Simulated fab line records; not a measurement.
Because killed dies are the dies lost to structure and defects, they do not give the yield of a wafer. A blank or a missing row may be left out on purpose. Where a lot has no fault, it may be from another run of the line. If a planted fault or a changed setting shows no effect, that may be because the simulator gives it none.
fab line records	flow n5-finfet
record lots=7	wafers=21	last-day=18
route steps=1938 shown BEOL_M4@1111 BEOL_M5@1112
lots that met no fault: from a run of the same line without faults
start-h: start of the lot's first displayed wafer, in hours after the record's first day	wait-h: hours elapsed since this lot's preceding step	" repeats the value in the row above	L1.1+2: several wafers, shown together as one row	- value missing, or start not given	* or withheld: withheld	< > ~ a bound
route shown NAME@n: names a module that has steps shown in the file, with the first one's number in the route	usual: mean and standard deviation over wafers with no fault	same: alike in all rows	chamber/n: place in a boat	sites: the reading at each site	_std_site: how widely they spread, as a standard deviation	_edge_site: mean of outer sites minus mean of inner sites	radius-mm: how far each site lies from the wafer's centre	mask NAME#n: copy n	behind: the last tool/chamber to shape the wafer	hold: why the lot was held/for how many hours/how that ended	device: names the non-switching transistor (n, p or np)	end of line: the tests these same wafers got at the end of their route	a step with no rows: only its recipe	killed: not the wafer's yield, but the dies lost to structure and defects at the first sort	map: shows each die of a wafer: x if killed, . if not, _ if none is there
set.NAME: the setting the step ran with; set.NAME@STEP: the setting that earlier step ran with	model.NAME: the simulator's own value behind a step, which no gauge read
a table for each step, a row for each wafer; lots at some steps of the route
services: from which hour (start-h, from the record's first day; less than 0 if before it) a tool's chamber was out of use, for how many hours, and why
## steps
# step N5_BEOL_M4_RC_MEAS_101
# usual DIBL_N=36.9/1.7	DIBL_P=37.3/2.3	IOFF_N=0.16/0.033	IOFF_P=0.22/0.04	ION_N=673/12	ION_P=463/8	SS_N=71.6/0.58	SS_P=73.4/0.74	VT_N=250/3.2	VT_P=-250/3.4
lot.wafer	tool	chamber	start-h	wait-h	DIBL_N[mV/V]	DIBL_P[mV/V]	IOFF_N[nA/um]	IOFF_P[nA/um]	ION_N[uA/um]	ION_P[uA/um]	SS_N[mV/dec]	SS_P[mV/dec]	VT_N[mV]	VT_P[mV]
L237.1	prober-02	0	181.15	0.0	35.2	36.7	0.13	0.17	658	448	71.7	73.2	251	-257
L237.3	"	0	"	"	39.1	41.6	0.21	0.24	682	456	72.5	74.6	248	-252
L237.5	"	0	"	"	35.2	37.8	0.15	0.19	666	454	72.4	74.1	249	-252
L243.1	prober-01	0	218.19	0.0	37.3	37.4	0.16	0.23	674	470	71.6	73.7	250	-249
L243.5	"	0	"	"	38.1	37.7	0.16	0.22	680	471	71.7	74.2	250	-248
L243.6	"	0	"	"	36.9	36.4	0.15	0.22	655	463	71.4	73.1	251	-248
L253.2	prober-01	0	274.04	0.2	31.0	31.9	0.10	0.14	656	458	70.2	71.4	255	-253
L253.3	"	0	"	"	34.2	35.3	0.14	0.18	662	453	71.2	72.3	250	-251
L253.6	"	0	"	"	33.9	34.6	0.13	0.19	667	460	71.1	73.0	250	-251
L255.1	prober-01	0	290.80	0.0	38.8	37.5	0.17	0.21	669	456	71.9	72.7	252	-250
L255.3	"	0	"	"	39.1	39.2	0.19	0.26	684	471	72.3	74.8	246	-250
L255.4	"	0	"	"	38.8	38.8	0.19	0.27	698	480	71.7	74.0	245	-247
L256.1	prober-02	0	304.51	0.0	34.9	34.4	0.13	0.18	676	463	70.8	73.1	253	-254
L256.5	"	0	"	"	33.5	33.3	0.11	0.17	658	448	70.9	72.9	257	-256
L256.6	"	0	"	"	35.0	35.6	0.16	0.20	693	471	70.9	73.1	248	-255
L258.1	prober-02	0	307.44	0.0	37.5	38.2	0.14	0.21	665	464	71.6	74.4	253	-250
L258.2	"	0	"	"	38.8	40.8	0.19	0.26	682	473	71.6	74.9	248	-251
L258.6	"	0	"	"	36.7	37.2	0.14	0.20	672	461	71.2	73.6	255	-253
L257.1	prober-01	0	308.00	0.0	39.3	41.1	0.21	0.27	674	461	72.5	74.2	247	-250
L257.2	"	0	"	"	39.9	40.9	0.22	0.26	680	463	73.4	74.5	247	-250
L257.4	"	0	"	"	38.5	39.9	0.18	0.25	677	466	72.4	74.5	252	-249
# step N5_BEOL_M5_ILD_DEP_00
# recipe material=SiCOH_lowk	target-thk-a=1406.4	temp-c=300	precursor=DEMS/porogen	pressure-torr=5	rf-w=500	time-s=25.9
# usual heater-power-w=344/80	showerhead-plenum-p-Torr=5.736/0.012	throttle-valve-pct=13.8/0.58
lot.wafer	tool	chamber	start-h	wait-h	heater-power-w	showerhead-plenum-p-Torr	throttle-valve-pct
L237.1	pecvd-02	2	182.11	0.8	296	5.749	12.8
L237.3	"	1	"	"	268	5.733	14.4
L237.5	"	2	"	"	296	5.751	12.5
L243.1	pecvd-04	0	219.15	0.8	304	5.752	14.1
L243.5	"	0	"	"	307	5.733	13.9
L243.6	"	1	"	"	229	5.734	14.1
L253.2	pecvd-01	2	274.85	0.7	461	5.727	12.9
L253.3	"	1	"	"	428	5.710	14.2
L253.6	"	1	"	"	428	5.734	14.3
L255.1	pecvd-01	1	291.76	0.8	367	5.720	13.9
L255.3	"	0	"	"	389	5.746	14.3
L255.4	"	1	"	"	380	5.729	13.8
L256.1	pecvd-02	1	305.47	0.8	270	5.728	14.7
L256.5	"	1	"	"	210	5.726	14.5
L256.6	"	2	"	"	250	5.744	12.7
L258.1	pecvd-01	1	308.40	0.8	427	5.721	14.5
L258.2	"	0	"	"	415	5.735	13.8
L258.6	"	0	"	"	409	5.722	14.0
L257.1	pecvd-02	1	308.96	0.8	208	5.732	14.6
L257.2	"	0	"	"	278	5.722	13.8
L257.4	"	2	"	"	291	5.741	12.9
# step N5_BEOL_M5_CURE_79
# recipe temp-c=385	time-s=240	ambient=He/Ar	material=SiCOH_lowk
# usual lamp-power-pct=52.31/0.05	wafer_temp_C_max=386.8/0.51
lot.wafer	tool	chamber	start-h	wait-h	lamp-power-pct	wafer_temp_C_max
L237.1	uv-cure-03	2	182.17	0.0	52.24	387.7
L237.3	"	2	"	"	52.26	386.4
L237.5	"	2	"	"	52.38	387.4
L243.1	uv-cure-03	0	219.25	0.1	52.32	386.3
L243.5	"	0	"	"	52.33	386.8
L243.6	"	0	"	"	52.39	386.4
L253.2	uv-cure-01	1	274.99	0.1	52.36	386.6
L253.3	"	1	"	"	52.36	386.7
L253.6	"	1	"	"	52.30	386.9
L255.1	uv-cure-02	2	291.82	0.0	52.41	386.8
L255.3	"	2	"	"	52.26	386.5
L255.4	"	2	"	"	52.31	386.5
L256.1	uv-cure-02	0	305.53	0.0	52.31	387.0
L256.5	"	0	"	"	52.30	387.8
L256.6	"	0	"	"	52.28	386.9
L258.1	uv-cure-03	0	308.46	0.0	52.25	387.2
L258.2	"	0	"	"	52.26	386.7
L258.6	"	0	"	"	52.40	386.0
L257.1	uv-cure-02	2	309.17	0.2	52.26	386.0
L257.2	"	2	"	"	52.31	386.8
L257.4	"	2	"	"	52.27	385.6
# step N5_BEOL_M5_THK_MEAS_01
# recipe reads=SiCOH_lowk_of_BEOL_M5_ILD_DEP_00
# usual M5_ILD_THK=120.8/1.6
lot.wafer	tool	chamber	start-h	wait-h	M5_ILD_THK[nm]
L237.1	film-metro-01	-	182.69	0.4	120.9
L237.3	"	-	"	"	121.6
L237.5	"	-	"	"	122.8
L243.1	film-metro-01	-	219.76	0.4	120.6
L243.5	"	-	"	"	122.2
L243.6	"	-	"	"	121.5
L253.2	film-metro-01	-	275.43	0.4	118.8
L253.3	"	-	"	"	118.5
L253.6	"	-	"	"	121.7
L255.1	film-metro-02	-	292.34	0.4	119.6
L255.3	"	-	"	"	118.4
L255.4	"	-	"	"	121.4
L256.1	film-metro-01	-	306.04	0.4	118.8
L256.5	"	-	"	"	121.3
L256.6	"	-	"	"	119.8
L258.1	film-metro-01	-	308.97	0.4	121.5
L258.2	"	-	"	"	121.3
L258.6	"	-	"	"	123.3
L257.1	film-metro-01	-	309.69	0.4	120.1
L257.2	"	-	"	"	118.7
L257.4	"	-	"	"	121.7
# step N5_BEOL_M5_PECVD_70
# recipe material=SiO2	target-thk-a=160	temp-c=400	precursor=TEOS/O2	pressure-torr=5.5	rf-w=450	teos-flow-sccm=53.8	gas=O2	flow-sccm=3000	time-s=18
# usual heater-power-w=761/140	showerhead-plenum-p-Torr=8.76/0.035	throttle-valve-pct=22.3/0.94
lot.wafer	tool	chamber	start-h	wait-h	heater-power-w	showerhead-plenum-p-Torr	throttle-valve-pct
L237.1	pecvd-04	0	182.72	0.0	672	8.75	22.3
L237.3	"	2	"	"	783	8.78	23.0
L237.5	"	2	"	"	790	8.78	22.8
L243.1	pecvd-01	1	219.80	0.0	972	8.71	23.2
L243.5	"	2	"	"	959	8.74	20.8
L243.6	"	0	"	"	732	8.81	23.0
L253.2	pecvd-01	1	275.46	0.0	802	8.70	23.1
L253.3	"	2	"	"	912	8.75	21.3
L253.6	"	1	"	"	810	8.70	23.0
L255.1	pecvd-02	2	292.38	0.0	742	8.80	20.7
L255.3	"	1	"	"	596	8.78	23.7
L255.4	"	1	"	"	597	8.77	23.6
L256.1	pecvd-01	0	306.08	0.0	780	8.82	22.9
L256.5	"	0	"	"	761	8.83	23.2
L256.6	"	2	"	"	851	8.76	21.1
L258.1	pecvd-01	2	309.01	0.0	877	8.78	21.2
L258.2	"	0	"	"	871	8.82	22.8
L258.6	"	2	"	"	880	8.75	21.2
L257.1	pecvd-04	0	309.72	0.0	703	8.75	22.7
L257.2	"	2	"	"	802	8.76	20.8
L257.4	"	0	"	"	706	8.76	22.4
# step N5_BEOL_M5_HM_DEP_02
# recipe material=TiN	target-thk-a=200	temp-c=25	chamber-pressure-pa=0.49996
# usual chamber-pressure-pa=0.4999/0.00099	throttle-valve-pct=29.9/1.1
lot.wafer	tool	chamber	start-h	wait-h	chamber-pressure-pa	throttle-valve-pct
L237.1	pvd-sputter-01	-	185.37	2.6	0.4995	29.2
L237.3	"	-	"	"	0.4996	32.3
L237.5	"	-	"	"	0.5023	29.1
L243.1	pvd-sputter-01	-	219.85	0.0	0.5005	32.4
L243.5	"	-	"	"	0.4999	30.8
L243.6	"	-	"	"	0.4997	32.3
L253.2	pvd-sputter-03	-	277.78	2.3	0.4998	30.4
L253.3	"	-	"	"	0.4985	29.1
L253.6	"	-	"	"	0.4994	29.2
L255.1	pvd-sputter-01	-	292.48	0.1	0.4989	31.9
L255.3	"	-	"	"	0.5008	30.8
L255.4	"	-	"	"	0.5009	29.0
L256.1	pvd-sputter-03	-	306.77	0.7	0.5005	30.6
L256.5	"	-	"	"	0.5003	30.5
L256.6	"	-	"	"	0.5010	30.3
L258.1	pvd-sputter-02	-	310.24	1.2	0.4995	29.3
L258.2	"	-	"	"	0.5011	28.1
L258.6	"	-	"	"	0.4995	29.3
L257.1	pvd-sputter-01	-	310.81	1.1	0.4991	28.9
L257.2	"	-	"	"	0.4994	30.8
L257.4	"	-	"	"	0.5007	32.2
# step N5_BEOL_M5_COAT_59
# recipe resist=SOC	temp-c=250	time-s=60	spin-rpm=1500	resist-thk-nm=60
# step N5_BEOL_M5_COAT_60
# recipe resist=SiARC	temp-c=220	time-s=60	spin-rpm=1500	resist-thk-nm=12
# step N5_BEOL_M5_COAT_71
# recipe resist=underlayer	temp-c=205	time-s=60	spin-rpm=1500	resist-thk-nm=5
# step N5_BEOL_M5_COAT_05
# recipe resist=CAR-EUV	spin-rpm=1500	resist-thk-nm=30
# step N5_BEOL_M5_EBR_07
# recipe solvent=PGMEA	ebr-width-mm=1.5
# step N5_BEOL_M5_SOFTBAKE_06
# recipe temp-c=110	time-s=60	resist=CAR-EUV
# step N5_BEOL_M5_EXPOSE_08
# recipe mask-id=M5	na=0.33	source-shape=annular	sigma-inner=0.4	sigma-outer=0.8	polarization=unpolarized	target-cd-nm=28	dose-mj=35.75
# usual exposure-dose-mJ-cm2=35.89/0.16	focus-offset-nm=0.1/0.48
lot.wafer	tool	chamber	start-h	wait-h	mask	exposure-dose-mJ-cm2	focus-offset-nm
L237.1	euv-scanner-01	0	185.64	-	M5#0	35.75	-0.3
L237.3	"	0	"	"	M5#0	35.78	0.2
L237.5	"	0	"	"	M5#0	35.72	0.2
L243.1	euv-scanner-01	0	220.12	-	M5#0	35.71	0.4
L243.5	"	0	"	"	M5#0	35.75	0.2
L243.6	"	0	"	"	M5#0	35.73	0.5
L253.2	euv-scanner-01	-	278.17	-	M5#0	-	-
L253.3	"	-	"	"	M5#0	-	-
L253.6	"	-	"	"	M5#0	-	-
L255.1	euv-scanner-01	-	292.76	-	M5#0	-	-
L255.3	"	-	"	"	M5#0	-	-
L255.4	"	-	"	"	M5#0	-	-
L256.1	euv-scanner-02	-	307.18	-	M5#0	-	-
L256.5	"	-	"	"	M5#0	-	-
L256.6	"	-	"	"	M5#0	-	-
L258.1	euv-scanner-01	0	310.63	-	M5#0	35.79	-0.5
L258.2	"	0	"	"	M5#0	35.75	-0.7
L258.6	"	0	"	"	M5#0	35.74	-0.1
L257.1	euv-scanner-02	0	311.20	-	M5#0	36.01	-0.5
L257.2	"	0	"	"	M5#0	36.03	0.4
L257.4	"	0	"	"	M5#0	36.00	0.0
# step N5_BEOL_M5_PEB_09
# recipe peb-temp-c=100	peb-time-s=60	resist=CAR-EUV
## services
tool	chamber	start-h	hours	kind
euv-scanner-02	-	159.97	0.4	repair
pecvd-01	1	166.73	5.5	scheduled-down
uv-cure-02	-	180.80	2.1	pm
euv-scanner-02	-	181.53	1.0	pm
pecvd-01	2	187.26	6.8	repair
uv-cure-01	-	191.04	1.0	pm
pecvd-02	2	192.60	5.5	scheduled-down
euv-scanner-01	-	194.85	1.0	pm
pecvd-02	0	198.06	2.1	scheduled-down
pecvd-04	2	202.38	-	clean
uv-cure-02	-	208.82	53.7	repair
euv-scanner-02	-	216.93	4.6	pm
euv-scanner-01	-	221.53	4.6	pm
euv-scanner-02	-	237.68	1.0	pm
euv-scanner-01	-	251.00	1.0	pm
euv-scanner-01	0	260.05	-	calibration
uv-cure-02	-	262.56	5.0	pm
pecvd-01	-	266.59	2.8	pm
euv-scanner-02	-	283.79	17.3	pm
uv-cure-03	-	289.73	2.1	pm
euv-scanner-01	-	301.10	6.2	pm
uv-cure-01	-	304.10	7.5	pm
euv-scanner-02	-	307.35	1.0	pm
euv-scanner-01	-	308.39	1.0	pm
## key
first-sign step=N5_BEOL_M5_EXPOSE_08	reading=tool-record	direction=missing
effect none on later readings
met-at N5_BEOL_M5_EXPOSE_08
struck-wafers L253.2,L253.3,L253.6,L255.1,L255.3,L255.4,L256.1,L256.5,L256.6
later-rows-left-out L253.2,L253.3,L253.6,L255.1,L255.3,L255.4,L256.1,L256.5,L256.6
sort-left-out L253.2,L253.3,L253.6,L255.1,L255.3,L255.4,L256.1,L256.5,L256.6
onset-between 220.12 278.17
fault kind=skipped-step-whole	tool=euv-scanner-01,euv-scanner-02	chamber=-	onset-h=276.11	steps=N5_BEOL_M5_EXPOSE_08	scope=struck-lots-only
# sort-left-out: the simulated sort isn't trusted on such a fault, so these wafers' sort isn't shown, and their yield isn't known
# later-rows-left-out: the simulator's readings of these wafers behind a module that went badly wrong aren't trusted and aren't shown, but for the sort
